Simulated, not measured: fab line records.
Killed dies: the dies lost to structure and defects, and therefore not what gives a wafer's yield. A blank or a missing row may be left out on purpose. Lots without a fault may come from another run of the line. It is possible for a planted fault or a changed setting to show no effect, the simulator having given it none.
Split-lot experiment | flow n5_finfet | 21 wafers read from 7 lots, route of 1938 steps

== ABOUT THE SPLIT ==
At N5_BEOL_M0_ETCH_128 (etches SiCN in CF4/N2, target depth 12 nm, overetch 5.1 nm, time 21.4 s), the setting source_w was moved away from the recipe's 430 W on 5 of the 21 wafers read, by -9.7% to +5.0%. The other wafers ran this setting at the recipe's value.

The reading comes from the split's own step.

== THE READING ==
rf_vpp_V, in V, at N5_BEOL_M0_ETCH_128 (etches SiCN in CF4/N2, target depth 12 nm, overetch 5.1 nm, time 21.4 s). Typical for fault-free wafers on this fab line: 382.0 V, with standard deviation 1.7 V.

wafer  | tool, chamber at the split | source_w as run, W | against the recipe | rf_vpp_V, V | against lot-mates on the recipe
L075.1 | rie_diel-01, 1             | 430                | recipe             | 383.1       | -
L075.3 | rie_diel-01, 3             | 430                | recipe             | 383.3       | -
L075.5 | rie_diel-01, 3             | 392.8              | -8.7%              | 395.2       | +12.0
L081.4 | rie_diel-01, 0             | 430                | recipe             | 384.5       | -
L081.5 | rie_diel-01, 0             | 430                | recipe             | 382.2       | -
L081.6 | rie_diel-01, 1             | 430                | recipe             | 384.2       | -
L082.1 | rie_diel-01, 0             | 430                | recipe             | 384.5       | -
L082.4 | rie_diel-01, 1             | 430                | recipe             | 383.1       | -
L082.5 | rie_diel-01, 0             | 449.4              | +4.5%              | 378.3       | -5.5
L085.2 | rie_diel-04, 2             | 430                | recipe             | 381.9       | -
L085.4 | rie_diel-04, 3             | 430                | recipe             | 380.3       | -
L085.6 | rie_diel-04, 0             | 430                | recipe             | 378.8       | -
L086.4 | rie_diel-02, 2             | 388.1              | -9.7%              | 398.0       | +14.6
L086.5 | rie_diel-02, 0             | 430                | recipe             | 383.4       | -
L086.6 | rie_diel-02, 1             | 388.1              | -9.7%              | 395.6       | +12.2
L089.4 | rie_diel-04, 3             | 451.3              | +5.0%              | 374.2       | -5.7
L089.5 | rie_diel-04, 0             | 430                | recipe             | 380.4       | -
L089.6 | rie_diel-04, 3             | 430                | recipe             | 379.3       | -
L097.1 | rie_diel-04, 3             | 430                | recipe             | 381.2       | -
L097.2 | rie_diel-04, 0             | 430                | recipe             | 380.4       | -
L097.3 | rie_diel-04, 1             | 430                | recipe             | 381.9       | -

THE FIT
A straight line over all 21 wafers: rf_vpp_V changes by -1.47 V for each +1% of source_w; r = -0.95; the points scatter about the line by 1.8 V.
The same after taking each lot's own level away (the mean of its wafers on the recipe; 21 wafers): -1.34 V for each +1%; r = -0.99; scatter 0.89 V.
The reading moves by 13 V for the largest change in source_w, on that fit.
The span of the lots' own levels, 379.85 to 383.80 V, comes to 2.3 times the standard deviation stated above.
The two slopes agree, so the slope changes little with the lot-to-lot level.
Check: for one of the wafers moved furthest among these (-9.7%), held out of the fit, the line's prediction against its lot-mates is +12.6 V. It came out at +14.6 V against them.
Tool readings at the split's step, against how far the setting was moved: rf_vpp_V r = -0.95.

== OTHER SPLITS ON THESE WAFERS ==
Other splits were also applied to these wafers ahead of the reading. Each is held against what the fit with the lots' levels taken away leaves over:
other split on the same wafers              | wafers away from the commonest value | r with rf_vpp_V (lot level and that fit taken away)
N5_MOL_CONTACT_COAG_EXPOSE_81 dose_mj       | 7                                    | +0.29
N5_BEOL_M0_SAQP_SPACER2_ALD_26 target_thk_a | 5                                    | -0.21
N5_BEOL_M0_SAQP_COAT_34 spin_rpm            | 5                                    | +0.09

== THE FILE'S OWN FIT ==
rf_vpp_V changes by -1.34 V for each +1% of source_w, r = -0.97.
